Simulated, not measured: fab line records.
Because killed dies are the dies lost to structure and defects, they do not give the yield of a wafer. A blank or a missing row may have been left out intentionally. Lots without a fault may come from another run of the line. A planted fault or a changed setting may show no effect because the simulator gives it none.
fab line records + flow n5_finfet
[record]
- lots = 11
- wafers = 33
- last_day = 18
route steps=1938 shown BEOL_M14@1756 MIM_BOT_LITHO@1862 TV_OPEN@1889 PASSIVATION@1936
lots untouched by any fault: they come from a run of this same line in which no faults occurred
start_h: hours from the record's opening day to when the first of the lot's shown wafers began + wait_h: hours from the lot's prior step to this one + " unchanged from the row above + L1.1+2: one row covering several wafers at once + - either no value or no given start + * or withheld: withheld + < > ~ a bound
route shown NAME@n: NAME is a module with steps in the file, n the number in the route of the first one + usual: mean/standard deviation taken from wafers without a fault + same: alike in all rows + chamber/n: place in a boat + sites: the reading at each site + _std_site: the standard deviation of these + _edge_site: inner sites' mean taken away from outer sites' mean + radius_mm: for every site, how far away it sits from the centre of the wafer + mask NAME#n: copy n + behind: the last tool/chamber to shape the wafer + hold: the reason the lot was held/the length of the hold in hours/how it ended + device: which transistor (n, p or np) failed to switch + end of line: tests run on the same wafers once the route is complete + a step with no rows: only its recipe + killed: not the wafer's yield, but the dies lost to structure and defects at the first sort + map: shows each die of a wafer: x if killed, . if not, _ if none is there
set.NAME: the setting the step ran with; set.NAME@STEP: the setting that earlier step ran with + model.NAME: the simulator's own value behind a step, which no gauge read
the route's steps for a sample of lots (tables are steps, rows are wafers)
services: the hour from which a tool's chamber was out of use, counted from the record's first day as start_h (under 0 if before that day), plus the number of hours and why
[[steps]]
[step N5_BEOL_M14_STRIP_37]
[recipe]
- chemistry = O2
- power_w = 600
- temp_c = 60
- pressure_mtorr = 30
- rf_frequency_hz = 6e+07
- bias_power_w = 0
- overash_fraction = 0.3
- o2_flow_sccm = 225
[usual]
- drypump_motor_current_A = 5.7/0.39
- oes_product_au = 0.83/0.082
- rf_vpp_V = 3.6/0.96
- showerhead_plenum_p_Torr = 2.10/0.095
- throttle_valve_pct = 16.48/0.21
| lot.wafer | tool        | chamber | start_h | wait_h | drypump_motor_current_A | oes_product_au | rf_hours_counter_h | rf_vpp_V | showerhead_plenum_p_Torr | throttle_valve_pct |
|-----------|-------------|---------|---------|--------|-------------------------|----------------|--------------------|----------|--------------------------|--------------------|
| L506.3    | rie_diel-05 | 0       | 237.88  | 1.6    | 5.1                     | 0.91           | 31                 | 2.8      | 2.14                     | 16.16              |
| L506.5    | "           | 0       | "       | "      | 5.1                     | 0.91           | -                  | 3.0      | 2.14                     | 16.19              |
| L506.6    | "           | 3       | "       | "      | 5.6                     | 0.89           | -                  | 2.5      | 2.02                     | 16.57              |
| L508.1    | rie_diel-04 | 1       | 239.95  | 0.1    | 5.4                     | 0.68           | 225                | 4.2      | 2.17                     | 16.57              |
| L508.4    | "           | 3       | "       | "      | 6.0                     | 0.88           | -                  | 3.2      | 2.04                     | 16.21              |
| L508.6    | "           | 1       | "       | "      | 5.5                     | 0.69           | -                  | 4.6      | 2.17                     | 16.58              |
| L507.2    | rie_diel-02 | 3       | 256.17  | 4.5    | 6.6                     | 0.67           | 234                | 3.4      | 2.07                     | 16.55              |
| L507.5    | "           | 2       | "       | "      | 5.6                     | 0.92           | -                  | 3.0      | 2.05                     | 16.37              |
| L507.6    | "           | 3       | "       | "      | 6.6                     | 0.67           | -                  | 1.8      | 2.07                     | 16.53              |
| L510.3    | rie_diel-05 | 2       | 272.21  | 0.9    | 5.5                     | 0.72           | 205                | 5.0      | 1.90                     | 16.57              |
| L510.4    | "           | 1       | "       | "      | 6.2                     | 0.72           | 190                | 5.7      | 2.16                     | 16.79              |
| L510.6    | "           | 1       | "       | "      | 6.1                     | 0.74           | -                  | 4.8      | 2.16                     | 16.76              |
| L512.1    | rie_diel-02 | 2       | 292.67  | 2.0    | 5.6                     | 0.89           | 24                 | 4.0      | 2.04                     | 16.42              |
| L512.2    | "           | 1       | "       | "      | 5.9                     | 0.85           | 54                 | 4.2      | 2.17                     | 16.52              |
| L512.3    | "           | 3       | "       | "      | 6.5                     | 0.66           | 249                | 4.1      | 2.07                     | 16.58              |
| L519.1    | rie_diel-04 | 0       | 323.09  | 1.9    | 5.6                     | 0.80           | 111                | 3.2      | 2.21                     | 16.76              |
| L519.2    | "           | 2       | "       | "      | 5.3                     | 0.88           | 30                 | 4.5      | 2.02                     | 16.46              |
| L519.3    | "           | 1       | "       | "      | 5.5                     | 0.96           | 1                  | 2.5      | 2.16                     | 16.19              |
| L517.4    | rie_diel-04 | 2       | 330.11  | 3.4    | 5.3                     | 0.90           | -                  | 4.7      | 2.02                     | 16.45              |
| L517.5    | "           | 1       | "       | "      | 5.4                     | 0.94           | -                  | 4.9      | 2.16                     | 16.19              |
| L517.6    | "           | 0       | "       | "      | 5.5                     | 0.79           | -                  | 4.8      | 2.21                     | 16.79              |
| L526.1    | rie_diel-05 | 0       | 377.85  | 0.1    | 5.1                     | 0.85           | 71                 | 4.7      | 2.13                     | 16.25              |
| L526.2    | "           | 3       | "       | "      | 5.5                     | 0.84           | 77                 | 3.1      | 2.00                     | 16.62              |
| L526.3    | "           | 1       | "       | "      | 6.1                     | 0.71           | 220                | 3.5      | 2.15                     | 16.82              |
| L527.3    | rie_diel-05 | 1       | 383.13  | 0.8    | 6.1                     | 0.70           | 222                | 4.3      | 2.15                     | 16.83              |
| L527.5    | "           | 1       | "       | "      | 6.1                     | 0.72           | -                  | 4.0      | 2.15                     | 16.80              |
| L527.6    | "           | 2       | "       | "      | 5.5                     | 0.69           | -                  | 3.7      | 1.89                     | 16.64              |
| L528.2    | rie_diel-04 | 1       | 387.50  | 0.8    | 5.5                     | 0.88           | 27                 | 3.9      | 2.15                     | 16.23              |
| L528.3    | "           | 2       | "       | "      | 5.3                     | 0.86           | 58                 | 4.4      | 2.02                     | 16.47              |
| L528.5    | "           | 3       | "       | "      | 6.1                     | 0.84           | -                  | 2.4      | 2.02                     | 16.31              |
| L529.2    | rie_diel-04 | 0       | 395.19  | 3.6    | 5.6                     | 0.78           | 139                | 1.6      | 2.20                     | 16.84              |
| L529.4    | "           | 2       | "       | "      | 5.3                     | 0.85           | 60                 | 3.0      | 2.01                     | 16.51              |
| L529.5    | "           | 3       | "       | "      | 6.0                     | 0.83           | -                  | 3.7      | 2.03                     | 16.30              |
[step N5_MIM_BOT_LITHO_CD_MEAS_08]
[recipe]
- target_cd_nm = 3000
- landing_energy_ev = 500
- detector = se_inlens
- polarity = opening
[usual]
- cd_nm = 3000.3/2.3
| lot.wafer | tool      | chamber | start_h | wait_h | cd_nm  |
|-----------|-----------|---------|---------|--------|--------|
| L506.3    | cd_sem-02 | 0       | 252.31  | -      | 2999.2 |
| L506.5    | "         | 0       | "       | "      | 3003.6 |
| L506.6    | "         | 0       | "       | "      | 3000.8 |
| L508.1    | cd_sem-03 | 0       | 252.63  | -      | 3002.3 |
| L508.4    | "         | 0       | "       | "      | 3001.0 |
| L508.6    | "         | 0       | "       | "      | 2997.4 |
| L507.2    | cd_sem-01 | 0       | 268.26  | -      | 2996.6 |
| L507.5    | "         | 0       | "       | "      | 3001.4 |
| L507.6    | "         | 0       | "       | "      | 2999.6 |
| L510.3    | cd_sem-03 | 0       | 284.56  | -      | 3000.1 |
| L510.4    | "         | 0       | "       | "      | 2998.2 |
| L510.6    | "         | 0       | "       | "      | 2997.3 |
| L512.1    | cd_sem-01 | 0       | 305.12  | -      | 2998.8 |
| L512.2    | "         | 0       | "       | "      | 2998.9 |
| L512.3    | "         | 0       | "       | "      | 2996.7 |
| L519.1    | cd_sem-01 | 0       | 340.11  | -      | 2997.1 |
| L519.2    | "         | 0       | "       | "      | 2999.5 |
| L519.3    | "         | 0       | "       | "      | 3001.8 |
| L517.4    | cd_sem-03 | 0       | 343.10  | -      | 3000.5 |
| L517.5    | "         | 0       | "       | "      | 3001.3 |
| L517.6    | "         | 0       | "       | "      | 3000.9 |
| L526.1    | cd_sem-02 | 0       | 390.56  | -      | 3001.9 |
| L526.2    | "         | 0       | "       | "      | 3004.1 |
| L526.3    | "         | 0       | "       | "      | 3002.1 |
| L527.3    | cd_sem-02 | 0       | 396.48  | -      | 2997.2 |
| L527.5    | "         | 0       | "       | "      | 2995.9 |
| L527.6    | "         | 0       | "       | "      | 2999.8 |
| L529.2    | cd_sem-03 | 0       | 411.78  | -      | 2997.0 |
| L529.4    | "         | 0       | "       | "      | 2995.1 |
| L529.5    | "         | 0       | "       | "      | 2996.3 |
| L528.2    | cd_sem-01 | 0       | 411.85  | -      | 2999.5 |
| L528.3    | "         | 0       | "       | "      | 3000.4 |
| L528.5    | "         | 0       | "       | "      | 3000.2 |
[step N5_PASSIVATION_STRIP_14]
[recipe]
- chemistry = O2
- power_w = 600
- temp_c = 60
- pressure_mtorr = 30
- rf_frequency_hz = 6e+07
- bias_power_w = 0
- overash_fraction = 0.5
- o2_flow_sccm = 225
[usual]
- drypump_motor_current_A = 5.9/0.46
- oes_product_au = 0.78/0.094
- rf_vpp_V = 3.6/0.89
- showerhead_plenum_p_Torr = 2.07/0.088
- throttle_valve_pct = 16.71/0.3
| lot.wafer | tool        | chamber | start_h | wait_h | drypump_motor_current_A | oes_product_au | rf_hours_counter_h | rf_vpp_V | showerhead_plenum_p_Torr | throttle_valve_pct |
|-----------|-------------|---------|---------|--------|-------------------------|----------------|--------------------|----------|--------------------------|--------------------|
| L506.3    | rie_diel-03 | 3       | 256.52  | 0.1    | 5.8                     | 0.76           | 137                | 2.7      | 1.99                     | 16.27              |
| L506.5    | "           | 3       | "       | "      | 5.8                     | 0.77           | -                  | 2.7      | 1.99                     | 16.25              |
| L506.6    | "           | 2       | "       | "      | 6.2                     | 0.68           | -                  | 3.9      | 2.12                     | 16.76              |
| L508.1    | rie_diel-01 | 0       | 256.68  | 0.1    | 5.5                     | 0.68           | 246                | 4.4      | 2.07                     | 16.97              |
| L508.4    | "           | 1       | "       | "      | 5.5                     | 0.91           | 20                 | 3.8      | 2.11                     | 16.53              |
| L508.6    | "           | 2       | "       | "      | 5.4                     | 0.70           | -                  | 4.3      | 2.19                     | 16.98              |
| L507.2    | rie_diel-03 | 2       | 270.15  | 0.1    | 6.2                     | 0.67           | 229                | 3.5      | 2.12                     | 16.77              |
| L507.5    | "           | 1       | "       | "      | 6.8                     | 0.67           | -                  | 2.9      | 1.99                     | 17.13              |
| L507.6    | "           | 0       | "       | "      | 5.8                     | 0.73           | -                  | 5.7      | 2.18                     | 17.09              |
| L510.3    | rie_diel-06 | 0       | 288.34  | 0.1    | 6.5                     | 0.74           | 217                | 4.5      | 1.99                     | 16.52              |
| L510.4    | "           | 2       | "       | "      | 5.6                     | 0.95           | 17                 | 4.2      | 2.05                     | 16.80              |
| L510.6    | "           | 3       | "       | "      | 5.9                     | 0.76           | -                  | 3.1      | 1.92                     | 16.36              |
| L512.1    | rie_diel-06 | 1       | 308.58  | 0.1    | 6.5                     | 0.84           | 71                 | 2.6      | 2.19                     | 16.48              |
| L512.2    | "           | 3       | "       | "      | 5.9                     | 0.74           | 164                | 2.3      | 1.91                     | 16.42              |
| L512.3    | "           | 0       | "       | "      | 6.6                     | 0.73           | 224                | 3.1      | 1.99                     | 16.51              |
| L519.1    | rie_diel-06 | 1       | 342.51  | 0.1    | 6.5                     | 0.82           | 82                 | 2.2      | 2.18                     | 16.52              |
| L519.2    | "           | 2       | "       | "      | 5.6                     | 0.91           | 33                 | 2.3      | 2.04                     | 16.87              |
| L519.3    | "           | 3       | "       | "      | 5.9                     | 0.73           | 175                | 3.8      | 1.91                     | 16.45              |
| L517.4    | rie_diel-03 | 1       | 348.37  | 0.1    | 6.8                     | 0.65           | 247                | 3.6      | 1.99                     | 17.16              |
| L517.5    | "           | 3       | "       | "      | 5.8                     | 0.74           | -                  | 3.1      | 1.98                     | 16.28              |
| L517.6    | "           | 2       | "       | "      | 6.2                     | 0.65           | -                  | 4.0      | 2.11                     | 16.77              |
| L526.1    | rie_diel-01 | 3       | 394.07  | 0.2    | 5.4                     | 0.72           | 204                | 2.4      | 2.07                     | 17.10              |
| L526.2    | "           | 0       | "       | "      | 5.5                     | 0.88           | 27                 | 1.8      | 2.06                     | 16.61              |
| L526.3    | "           | 3       | "       | "      | 5.4                     | 0.71           | -                  | 4.6      | 2.07                     | 17.08              |
| L527.3    | rie_diel-01 | 0       | 400.43  | 0.1    | 5.5                     | 0.89           | 31                 | 5.7      | 2.06                     | 16.60              |
| L527.5    | "           | 1       | "       | "      | 5.5                     | 0.83           | -                  | 3.5      | 2.10                     | 16.60              |
| L527.6    | "           | 0       | "       | "      | 5.5                     | 0.88           | -                  | 4.7      | 2.06                     | 16.59              |
| L529.2    | rie_diel-06 | 0       | 413.89  | 0.1    | 6.5                     | 0.96           | 2                  | 3.5      | 2.24                     | 16.05              |
| L529.4    | "           | 3       | "       | "      | 5.9                     | 0.71           | 199                | 3.0      | 1.90                     | 16.45              |
| L529.5    | "           | 3       | "       | "      | 5.9                     | 0.72           | -                  | 3.8      | 1.90                     | 16.47              |
| L528.2    | rie_diel-03 | 3       | 414.16  | 0.1    | 5.8                     | 0.73           | 184                | 2.9      | 1.97                     | 16.32              |
| L528.3    | "           | 0       | "       | "      | 5.7                     | 0.70           | 229                | 4.8      | 2.16                     | 17.15              |
| L528.5    | "           | 3       | "       | "      | 5.8                     | 0.73           | -                  | 3.9      | 1.97                     | 16.31              |
[step N5_PASSIVATION_PROBE_49]
[usual]
- defect_limited_yield = 91.2/1.6
- killed_at_M0_to_M3 = 34/11
- killed_at_M4_up = 13/5.2
- killed_at_contacts = 13/6.3
- killed_at_front_end = 40/14
- killed_at_other = 3.2/2.4
- killed_dies = 104/19
- killed_open = 69/14
- killed_short = 32/7.5
- sort_bin_4_leakage = 0.00/0.04
- sort_bin_5_function = 5.3/1.1
- sort_bin_6_memory = 3.2/0.73
- sort_bin_8_speed = 0.01/0.038
- sort_n_pass = 1076/19
- sort_yield_pct = 91.2/1.6
[same]
- gross_dies = 1180
- killed_at_back_side = 0
| lot.wafer | tool      | chamber | start_h | wait_h | defect_limited_yield[%] | killed_at_M0_to_M3 | killed_at_M4_up | killed_at_contacts | killed_at_front_end | killed_at_other | killed_dies | killed_open | killed_short | sort_bin_4_leakage[%] | sort_bin_5_function[%] | sort_bin_6_memory[%] | sort_bin_8_speed[%] | sort_n_pass | sort_yield_pct[%] |
|-----------|-----------|---------|---------|--------|-------------------------|--------------------|-----------------|--------------------|---------------------|-----------------|-------------|-------------|--------------|-----------------------|------------------------|----------------------|---------------------|-------------|-------------------|
| L519.2    | prober-02 | -       | 349.77  | 0.1    | 89.9                    | 40                 | 25              | 18                 | 31                  | 5               | 119         | 79          | 37           | 0                     | 5.8                    | 3.8                  | 0                   | 1061        | 89.9              |
| L519.3    | prober-02 | -       | 349.82  | 0.1    | 90.8                    | 28                 | 12              | 26                 | 30                  | 13              | 109         | 82          | 26           | 0                     | 5.3                    | 3.6                  | 0                   | 1071        | 90.8              |
| L526.1    | prober-02 | -       | 400.46  | 0.0    | 81.8                    | 22                 | 129             | 23                 | 40                  | 1               | 215         | 56          | 34           | 0                     | 11.2                   | 3.8                  | 0                   | 965         | 81.8              |
| L526.2    | prober-02 | -       | 400.51  | 0.1    | 84.9                    | 47                 | 85              | 8                  | 37                  | 1               | 178         | 67          | 32           | 0                     | 9.7                    | 3.4                  | 0                   | 1002        | 84.9              |
| L526.3    | prober-02 | -       | 400.56  | 0.1    | 80.8                    | 37                 | 136             | 20                 | 33                  | 1               | 227         | 84          | 27           | 0                     | 13.0                   | 4.2                  | 0                   | 953         | 80.8              |
| L527.3    | prober-02 | -       | 406.53  | 0.1    | 80.5                    | 25                 | 142             | 4                  | 53                  | 6               | 230         | 66          | 33           | 0                     | 11.0                   | 5.7                  | 0                   | 950         | 80.5              |
| L527.5    | prober-02 | -       | 406.63  | 0.2    | 83.9                    | 30                 | 131             | 3                  | 26                  | 0               | 190         | 41          | 27           | 0                     | 10.3                   | 3.4                  | 0                   | 990         | 83.9              |
| L527.6    | prober-02 | -       | 406.68  | 0.3    | 81.9                    | 26                 | 132             | 13                 | 38                  | 4               | 213         | 54          | 31           | 0                     | 11.4                   | 4.8                  | 0                   | 967         | 81.9              |
// killed by level:class
L519.2 BEOL_M4:geometric_particle:open=14 MOL_CONTACT_COAG:geometric_particle:open=13 BEOL_M2:geometric_particle:open=11 BEOL_M0:geometric_particle:open=6 GATE_CUT:geometric_particle:open=5 MOL_CONTACT_COAG:geometric_particle:short=5 BEOL_M0_SAQP:geometric_particle:open=5 BEOL_M1:geometric_particle:open=5
L519.3 MOL_CONTACT_COAG:geometric_particle:open=23 FIN_SAQP:geometric_particle:open=9 BEOL_M4:geometric_particle:open=8 BEOL_M1:geometric_particle:open=6 BEOL_M0_SAQP:geometric_particle:open=6 BEOL_M3:geometric_particle:open=6 PASS1_CAP:geometric_particle:short=6 FIN_SAQP:geometric_particle:short=4
L526.1 BEOL_M14:unspecified=124 MOL_CONTACT_COAG:geometric_particle:open=15 FIN_SAQP:geometric_particle:short=12 MOL_CONTACT_COAG:geometric_particle:short=8 STI_FIN_REVEAL:geometric_particle:open=7 FIN_SAQP:geometric_particle:open=6 BEOL_M2:geometric_particle:open=6 BEOL_M0_SAQP:geometric_particle:open=5
L526.2 BEOL_M14:unspecified=74 BEOL_M2:geometric_particle:open=16 BEOL_M0_SAQP:geometric_particle:short=10 BEOL_M1:geometric_particle:open=8 STI_FIN_REVEAL:geometric_particle:open=6 DUMMY_GATE:geometric_particle:open=6 MOL_CONTACT_COAG:geometric_particle:open=6 BEOL_M0:geometric_particle:open=6
L526.3 BEOL_M14:unspecified=116 MOL_CONTACT_COAG:geometric_particle:open=16 BEOL_M2:geometric_particle:open=14 BEOL_M1:geometric_particle:open=8 FIN_SAQP:geometric_particle:short=7 STI_FIN_REVEAL:geometric_particle:open=7 FIN_SAQP:geometric_particle:open=6 DUMMY_GATE:geometric_particle:open=6
L527.3 BEOL_M14:unspecified=125 FIN_SAQP:geometric_particle:open=14 DUMMY_GATE:geometric_particle:open=12 BEOL_M3:geometric_particle:open=10 FIN_SAQP:geometric_particle:short=8 GATE_CUT:geometric_particle:short=5 MOL_CONTACT_COAG:geometric_particle:open=4 BEOL_M0_SAQP:geometric_particle:short=4
L527.5 BEOL_M14:unspecified=122 BEOL_M3:geometric_particle:open=10 FIN_SAQP:geometric_particle:short=8 BEOL_M3:geometric_particle:short=6 FIN_SAQP:geometric_particle:open=5 BEOL_M0_SAQP:geometric_particle:short=5 STARTING-WAFER:geometric_particle:open=5 BEOL_M1:geometric_particle:open=4
L527.6 BEOL_M14:unspecified=128 MOL_CONTACT_COAG:geometric_particle:open=13 FIN_SAQP:geometric_particle:open=11 FIN_SAQP:geometric_particle:short=9 BEOL_M3:geometric_particle:open=6 GATE_CUT:geometric_particle:short=4 BEOL_M1:geometric_particle:open=4 STI_FIN_REVEAL:geometric_particle:open=3
[[services]]
| tool        | chamber | start_h | hours | kind                          |
|-------------|---------|---------|-------|-------------------------------|
| rie_diel-05 | 2       | 219.41  | 2.6   | repair                        |
| rie_diel-02 | 3       | 230.91  | 5.1   | repair                        |
| rie_diel-04 | 2       | 237.62  | -     | clean                         |
| rie_diel-04 | 2       | 237.62  | -     | consumable_replace:focus_ring |
| rie_diel-04 | 2       | 237.62  | 14.2  | scheduled_down                |
| rie_diel-04 | 2       | 237.62  | 14.2  | vent_cycle                    |
| rie_diel-05 | -       | 291.28  | 14.6  | pm                            |
| rie_diel-01 | 1       | 293.98  | 4.3   | repair                        |
| rie_diel-03 | -       | 297.78  | 2.8   | pm                            |
| rie_diel-04 | 1       | 306.00  | -     | clean                         |
| rie_diel-04 | 1       | 306.00  | -     | consumable_replace:focus_ring |
| rie_diel-04 | 1       | 306.00  | 15.0  | scheduled_down                |
| rie_diel-04 | 1       | 306.00  | 15.0  | vent_cycle                    |
| rie_diel-04 | 3       | 317.19  | 18.4  | repair                        |
| rie_diel-02 | 2       | 328.01  | 2.4   | repair                        |
| rie_diel-01 | -       | 333.66  | 2.8   | pm                            |
| rie_diel-03 | 2       | 348.96  | -     | clean                         |
| rie_diel-03 | 2       | 348.96  | -     | consumable_replace:focus_ring |
| rie_diel-03 | 2       | 348.96  | 17.4  | scheduled_down                |
| rie_diel-03 | 2       | 348.96  | 17.4  | vent_cycle                    |
| rie_diel-04 | 3       | 352.07  | 12.2  | repair                        |
| rie_diel-06 | 2       | 371.77  | 13.6  | repair                        |
| rie_diel-01 | 1       | 388.45  | 10.8  | repair                        |
| rie_diel-04 | 2       | 402.76  | 9.1   | repair                        |
[[key]]
[first_sign]
- step = N5_PASSIVATION_PROBE_49
- reading = killed_at_M4_up
- direction = up
- sigmas = 22
- usual = 13
- struck = 126
[effect]
- step = N5_PASSIVATION_PROBE_49
- reading = killed_dies
- direction = up
- sigmas = 5.5
- usual = 104
- struck = 209
[more_kills_born_at]
- N5_BEOL_M14_STRIP_37@rie_diel-05 = 689
met_at N5_BEOL_M14_STRIP_37
struck_lots L526,L527
not_acting_at N5_MIM_BOT_LITHO_CD_MEAS_08,N5_PASSIVATION_STRIP_14
onset_between 272.21 377.85
[fault]
- kind = chamber_particle_source
- tool = rie_diel-05
- chamber = -
- onset_h = 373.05
- steps = N5_BEOL_M14_STRIP_37
- rate_per_visit_cm2 = 0.8453
- end_h = 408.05
